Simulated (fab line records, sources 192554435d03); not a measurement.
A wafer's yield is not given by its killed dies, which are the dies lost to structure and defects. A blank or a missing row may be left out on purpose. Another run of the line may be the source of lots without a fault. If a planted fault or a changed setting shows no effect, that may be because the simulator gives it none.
Chamber matching -- flow n5 finfet -- N5_BEOL_M2_ETCH_64 on rie diel-02 has 4 sister chambers
The step etches SOC in N2/H2, target depth 75 nm, overetch 22.5 nm, time 121.9 s. 8 wafers are shown with their chamber, then 7 later ones without.

EACH WAFER AND ITS CHAMBER
wafer,chamber,drypump motor current A (A),throttle valve pct (%)
L076.6,3,5.8,18.03
L078.1,1,5.7,17.92
L078.4,3,5.8,18.03
L080.1,2,4.9,18.09
L080.2,1,5.6,17.93
L080.5,0,6.2,17.67
L082.3,2,4.9,18.11
L082.5,0,6.2,17.68

WAFERS MISSING THEIR CHAMBER
wafer,drypump motor current A (A),throttle valve pct (%)
L082.6,5.7,17.95
L087.3,6.2,17.70
L087.4,4.9,18.12
L087.6,5.8,18.07
L094.1,4.9,18.18
L094.2,6.2,17.76
L094.6,5.6,18.02

WHICH CHAMBER EACH WENT THROUGH
wafer,from the rows above,in truth
L082.6,1,1
L087.3,0,0
L087.4,2,2
L087.6,3,3
L094.1,2,2
L094.2,0,0
L094.6,3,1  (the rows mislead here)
Placed correctly: 6 of 7. Not placeable from these rows: 0. 1 placed wrongly.
How it was worked out, from the rows above alone: a wafer's distance from a chamber is the root of the sum, over the readings, of the square of ((its reading less the chamber's mean) divided by the reading's scatter). The wafer belongs to the nearest chamber; if the next one is less than 2 further off, it can't be placed. For every chamber, the mean is computed from those of its wafers that are shown. The scatter: take each reading less its chamber's mean, square it, sum over the shown wafers, divide by the number of wafers less the number of chambers, and take the root.
